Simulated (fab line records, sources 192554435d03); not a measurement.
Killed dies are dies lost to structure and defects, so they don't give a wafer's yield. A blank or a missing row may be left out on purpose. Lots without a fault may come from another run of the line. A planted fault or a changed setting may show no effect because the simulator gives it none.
Chamber matching | flow n5_finfet | N5_BEOL_M3_CMP_52 on cmp-02: 4 sister chambers
The step polishes, stops on SiOC, t overpolish 6.8 s, target thk 40 nm. 4 wafers are shown with their chamber, then 11 later ones without.

WAFERS WITH THEIR CHAMBER
wafer  | chamber | motor_current_A (A)
L090.2 | 0       | 5.6
L090.4 | 3       | 5.9
L090.5 | 2       | 6.5
L089.1 | 1       | 5.3

WAFERS WITHOUT THEIR CHAMBER
wafer  | motor_current_A (A)
L089.2 | 5.7
L089.5 | 5.8
L092.1 | 6.4
L092.3 | 5.7
L092.5 | 5.8
L095.2 | 5.2
L095.5 | 6.4
L095.6 | 5.4
L096.1 | 6.3
L096.2 | 5.3
L096.3 | 6.3

WHICH CHAMBER EACH WENT THROUGH
wafer  | from the rows above     | in truth
L089.2 | can't be placed: 0 or 3 | 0
L089.5 | can't be placed: 3 or 0 | 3
L092.1 | 2                       | 2
L092.3 | can't be placed: 0 or 3 | 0
L092.5 | can't be placed: 3 or 0 | 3
L095.2 | 1                       | 1
L095.5 | 2                       | 2
L095.6 | can't be placed: 1 or 0 | 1
L096.1 | can't be placed: 2 or 3 | 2
L096.2 | 1                       | 1
L096.3 | can't be placed: 2 or 3 | 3
Placed correctly: 4 of 11. Can't be placed from these rows: 7 (the true chamber is among the candidates in 7). Placed wrongly: 0.
How it was worked out, from the rows above alone: a wafer's distance from a chamber is the root of the sum, over the readings, of the square of ((its reading less the chamber's mean) divided by the reading's scatter). The wafer belongs to the nearest chamber; if the next one is less than 2 further off, it can't be placed. A chamber's mean is the mean of its shown wafers. The scatter: with one shown wafer a chamber, the root of the mean of the squares of how far each hidden wafer lies from its nearest shown one.
